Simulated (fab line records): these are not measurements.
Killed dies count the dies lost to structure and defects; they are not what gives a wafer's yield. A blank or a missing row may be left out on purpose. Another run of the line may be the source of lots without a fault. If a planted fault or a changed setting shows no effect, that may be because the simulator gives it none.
Which tool did it? | flow n5Finfet | 26 wafers from 9 lots sampled at 6 of the route's 1938 steps

== WHAT EACH GAUGE READ, for each wafer ==
N5_MOL_CONTACT_COAG_INSPECT_57: inspects for defects (brightfield). Usual: rawDefectCount reads 190 (standard deviation 48).
lot  | measured     | on               | rawDefectCount | flag
L164 | day 6 06:29  | defectInspect-02 | 109 228 146    | 
L168 | day 7 02:37  | defectInspect-01 | 1502 1632 1607 | OFF
L169 | day 7 08:56  | defectInspect-01 | 1604 1593 1627 | OFF
L176 | day 9 02:01  | defectInspect-01 | 283 152 219    | 
L177 | day 9 10:55  | defectInspect-01 | 256 284 184    | 
L178 | day 9 11:46  | defectInspect-02 | 163 220        | 
L181 | day 10 12:24 | defectInspect-02 | 245 348 214    | 
L182 | day 10 15:26 | defectInspect-01 | 211 169 155    | 
L183 | day 11 02:05 | defectInspect-02 | 227 178 186    | 

N5_BEOL_M4_RC_MEAS_101. Usual: DIBL_N 36.9 mV/V, standard deviation 1.7; DIBL_P 37.3 mV/V, standard deviation 2.3; IOFF_N 0.16 nA/um, standard deviation 0.033; IOFF_P 0.22 nA/um, standard deviation 0.04; ION_N 673 uA/um, standard deviation 12; ION_P 463 uA/um, standard deviation 8; SS_N 71.6 mV/dec, standard deviation 0.58; SS_P 73.4 mV/dec, standard deviation 0.74; VT_N 250 mV, standard deviation 3.2; VT_P -250 mV, standard deviation 3.4.
lot  | measured     | on        | DIBL_N (mV/V)  | DIBL_P (mV/V)  | IOFF_N (nA/um) | IOFF_P (nA/um) | ION_N (uA/um) | ION_P (uA/um) | SS_N (mV/dec)  | SS_P (mV/dec)  | VT_N (mV)   | VT_P (mV)      | flag
L164 | day 9 02:05  | prober-01 | 38.5 35.9 35.7 | 38.0 34.2 33.9 | 0.19 0.13 0.14 | 0.23 0.18 0.17 | 677 656 658   | 456 452 446   | 72.2 71.5 71.7 | 73.7 72.1 72.0 | 247 252 253 | -252 -255 -257 | 
L168 | day 10 01:18 | prober-02 | 36.2 35.7 37.7 | 35.5 36.2 37.3 | 0.13 0.13 0.16 | 0.18 0.18 0.21 | 659 655 664   | 453 452 457   | 72.0 71.5 72.6 | 73.3 72.9 72.8 | 256 255 252 | -252 -252 -250 | 
L169 | day 10 06:06 | prober-01 | 38.8 40.4 39.5 | 40.5 43.5 43.2 | 0.21 0.25 0.25 | 0.24 0.30 0.30 | 681 695 703   | 464 458 476   | 71.4 72.5 71.6 | 74.4 75.2 75.5 | 245 245 241 | -252 -245 -247 | 
L176 | day 12 03:09 | prober-02 | 36.6 34.0 36.0 | 36.8 33.8 36.7 | 0.16 0.12 0.16 | 0.22 0.17 0.21 | 674 660 693   | 465 457 469   | 72.5 71.4 71.6 | 73.8 72.9 73.8 | 251 254 249 | -250 -254 -249 | 
L177 | day 12 09:53 | prober-01 | 37.3 36.8 36.2 | 38.6 38.4 38.2 | 0.19 0.18 0.16 | 0.23 0.25 0.23 | 678 676 669   | 463 463 460   | 72.3 71.2 71.0 | 73.4 73.5 73.0 | 248 249 252 | -248 -247 -247 | 
L178 | day 12 07:57 | prober-01 | 36.9 35.7      | 35.1 34.5      | 0.13 0.13      | 0.20 0.19      | 654 661       | 456 453       | 71.3 71.7      | 73.8 73.3      | 256 252     | -252 -251      | 
L181 | day 13 20:19 | prober-01 | 34.2 39.0 36.4 | 36.0 41.1 37.0 | 0.12 0.20 0.14 | 0.19 0.27 0.21 | 669 677 667   | 467 465 464   | 71.6 72.0 71.3 | 72.4 73.9 73.9 | 256 246 254 | -254 -248 -248 | 
L182 | day 13 19:45 | prober-02 | 38.6 39.3 37.7 | 39.3 39.4 38.0 | 0.18 0.18 0.14 | 0.24 0.23 0.21 | 673 669 661   | 459 459 453   | 71.7 72.6 72.0 | 73.9 74.4 73.8 | 252 251 255 | -252 -253 -255 | 
L183 | day 13 23:04 | prober-02 | 36.1 38.0 37.1 | 35.9 37.9 36.7 | 0.13 0.15 0.14 | 0.19 0.22 0.20 | 649 676 662   | 447 464 456   | 71.3 71.4 70.7 | 72.5 73.6 73.4 | 254 252 252 | -250 -249 -253 | 

== WHAT TOOL EACH LOT RAN ON (gives the tool, then ch and the chambers of the sampled wafers, and finally the start) ==
lot  | N5_MOL_CONTACT_COAG_PECVD_31    | N5_MOL_CONTACT_COAG_ALD_131      | N5_MOL_CONTACT_COAG_ETCHBACK_132  | N5_MOL_CONTACT_COAG_VIA_ETCH_46
L164 | pecvd-04 ch 0,1, day 6 05:56    | aldSin-01 ch 0,3, day 6 06:46    | rieDiel-01 ch 0,1,2, day 6 06:58  | rieDiel-01 ch 0,1,2, day 6 07:08
L168 | pecvd-03 ch 0,2, day 7 02:12    | aldSin-03 ch 0,2,3, day 7 03:38  | rieDiel-01 ch 1,2,3, day 7 03:49  | rieDiel-01 ch 1,2,3, day 7 03:59
L169 | pecvd-03 ch 0,1, day 7 08:23    | aldSin-01 ch 1,2,3, day 7 09:07  | rieDiel-02 ch 1,2,3, day 7 09:17  | rieDiel-02 ch 1,2,3, day 7 09:27
L176 | pecvd-04 ch 1,2, day 9 01:26    | aldSin-01 ch 0,3, day 9 02:16    | rieDiel-06 ch 2,3, day 9 02:36    | rieDiel-06 ch 2,3, day 9 02:46
L177 | pecvd-02 ch 0,2, day 9 10:29    | aldSin-03 ch 2,3, day 9 11:14    | rieDiel-06 ch 0,3, day 9 11:25    | rieDiel-06 ch 0,3, day 9 11:34
L178 | pecvd-04 ch 1, day 9 11:11      | aldSin-04 ch 0,2, day 9 11:56    | rieDiel-01 ch 1, day 9 12:07      | rieDiel-01 ch 1, day 9 12:16
L181 | pecvd-04 ch 0,1, day 10 11:59   | aldSin-01 ch 0,3, day 10 12:52   | rieDiel-06 ch 2,3, day 10 13:03   | rieDiel-06 ch 2,3, day 10 13:12
L182 | pecvd-03 ch 0,1,2, day 10 14:53 | aldSin-01 ch 2,3, day 10 15:36   | rieDiel-02 ch 0,1,2, day 10 15:47 | rieDiel-02 ch 0,1,2, day 10 15:56
L183 | pecvd-03 ch 0,1, day 11 01:39   | aldSin-04 ch 0,1,2, day 11 03:25 | rieDiel-01 ch 0,2,3, day 11 03:36 | rieDiel-01 ch 0,2,3, day 11 03:46
- N5_MOL_CONTACT_COAG_PECVD_31: deposits SiO2 from TEOS/O2, target thk 46 nm, time 8.9 s.
- N5_MOL_CONTACT_COAG_ALD_131: deposits SiO2, target thk 5 nm, pulse time 1 s, co reactant pulse time 1 s.
- N5_MOL_CONTACT_COAG_ETCHBACK_132: etches SiO2 in CHF3, target depth 10 nm, time 6.7 s.
- N5_MOL_CONTACT_COAG_VIA_ETCH_46: etches SiO2 in C4F6/O2, target depth 46 nm, overetch 9.2 nm, time 40 s.

== WHAT THE TOOLS THEMSELVES READ (means of the sampled wafers that have a number; where no wafer has one, the mark that the record gives instead) ==
N5_MOL_CONTACT_COAG_PECVD_31. Usual: susceptorTempC reads 400.00 C (standard deviation 0.23).
lot  | tool     | susceptorTempC (C) | flag
L164 | pecvd-04 | 400.22             | 
L168 | pecvd-03 | 400.17             | 
L169 | pecvd-03 | 399.84             | 
L176 | pecvd-04 | 400.19             | 
L177 | pecvd-02 | 400.16             | 
L178 | pecvd-04 | 400.06             | 
L181 | pecvd-04 | 399.89             | 
L182 | pecvd-03 | 400.13             | 
L183 | pecvd-03 | 399.78             | 

N5_MOL_CONTACT_COAG_ALD_131. Usual: heaterPowerW 82 W, standard deviation 7.8; precursorPulseHeightRel 0.999, standard deviation 0.021; susceptorTempC 99.99 C, standard deviation 0.11.
lot  | tool      | heaterPowerW (W) | precursorPulseHeightRel | susceptorTempC (C) | flag
L164 | aldSin-01 | 76               | 1.004                   | 99.78              | 
L168 | aldSin-03 | 88               | 1.022                   | 100.00             | 
L169 | aldSin-01 | 81               | 1.023                   | 100.01             | 
L176 | aldSin-01 | 82               | 0.999                   | 100.00             | 
L177 | aldSin-03 | 86               | 0.995                   | 99.92              | 
L178 | aldSin-04 | 84               | 0.974                   | 100.06             | 
L181 | aldSin-01 | 81               | 1.006                   | 100.04             | 
L182 | aldSin-01 | 87               | 0.979                   | 99.97              | 
L183 | aldSin-04 | 80               | 0.999                   | 100.03             | 

N5_MOL_CONTACT_COAG_ETCHBACK_132. Usual: drypumpMotorCurrentA 5.8 A, standard deviation 0.35; oesProductAu 0.82 a.u., standard deviation 0.093; rfVppV 531 V, standard deviation 8.5; showerheadPlenumPTorr 2.42 Torr, standard deviation 0.061; throttleValvePct 18.70 %, standard deviation 0.3.
lot  | tool       | drypumpMotorCurrentA (A) | oesProductAu (a.u.) | rfVppV (V) | showerheadPlenumPTorr (Torr) | throttleValvePct (%) | flag
L164 | rieDiel-01 | 6.0                      | 0.78                | 532        | 2.44                         | 18.73                | 
L168 | rieDiel-01 | 5.8                      | 0.78                | 533        | 2.44                         | 18.87                | 
L169 | rieDiel-02 | 5.7                      | 0.84                | 532        | 2.44                         | 18.56                | 
L176 | rieDiel-06 | 5.6                      | 0.80                | 531        | 2.33                         | 18.75                | 
L177 | rieDiel-06 | 5.7                      | 0.75                | 534        | 2.35                         | 18.98                | 
L178 | rieDiel-01 | 6.1                      | 0.96                | 538        | 2.34                         | 18.49                | 
L181 | rieDiel-06 | 5.6                      | 0.79                | 530        | 2.33                         | 18.77                | 
L182 | rieDiel-02 | 5.9                      | 0.80                | 533        | 2.42                         | 18.66                | 
L183 | rieDiel-01 | 5.7                      | 0.78                | 528        | 2.48                         | 18.78                | 

N5_MOL_CONTACT_COAG_VIA_ETCH_46. Usual: drypumpMotorCurrentA 5.8 A, standard deviation 0.34; oesProductAu 0.74 a.u., standard deviation 0.078; rfVppV 1608 V, standard deviation 24; showerheadPlenumPTorr 2.88 Torr, standard deviation 0.072; throttleValvePct 41.0 %, standard deviation 0.33.
lot  | tool       | drypumpMotorCurrentA (A) | oesProductAu (a.u.) | rfVppV (V) | showerheadPlenumPTorr (Torr) | throttleValvePct (%) | flag
L164 | rieDiel-01 | 6.0                      | 0.69                | 1609       | 2.91                         | 40.9                 | 
L168 | rieDiel-01 | 5.8                      | 0.69                | 1610       | 2.91                         | 41.1                 | 
L169 | rieDiel-02 | 5.7                      | 0.76                | 1607       | 2.91                         | 40.8                 | 
L176 | rieDiel-06 | 5.6                      | 0.72                | 1605       | 2.78                         | 41.2                 | 
L177 | rieDiel-06 | 5.7                      | 0.66                | 1618       | 2.80                         | 41.6                 | 
L178 | rieDiel-01 | 6.0                      | 0.86                | 1624       | 2.79                         | 40.6                 | 
L181 | rieDiel-06 | 5.6                      | 0.71                | 1605       | 2.78                         | 41.2                 | 
L182 | rieDiel-02 | 5.9                      | 0.72                | 1614       | 2.89                         | 40.7                 | 
L183 | rieDiel-01 | 5.8                      | 0.70                | 1597       | 2.96                         | 41.0                 | 

== THE ANSWER, worked out from the rows above alone ==
Rule: take the mean of a lot's wafers that have a number; if it is more than 3 standard deviations from the usual mean, the lot is off. Also off: a lot with no number at a reading for which 4 or more lots have one. Any other lot the step has rows for is counted as sound. Order of review: gauges by route order, followed by the tools' own readings, for which a lot's mean as printed above is used. At the first step where some lot is off, the reading lying furthest off is the one used; lots without a number count as furthest.
Off: L168, L169, at N5_MOL_CONTACT_COAG_INSPECT_57 (rawDefectCount).
A tool fits if, at a process step before that reading, it ran every lot that is off, and no sound lot after the first of them. Gauges at N5_MOL_CONTACT_COAG_INSPECT_57: tried the same way as those tools. None of those tried fits.

== WHAT THE SIMULATOR HAD PUT IN ==
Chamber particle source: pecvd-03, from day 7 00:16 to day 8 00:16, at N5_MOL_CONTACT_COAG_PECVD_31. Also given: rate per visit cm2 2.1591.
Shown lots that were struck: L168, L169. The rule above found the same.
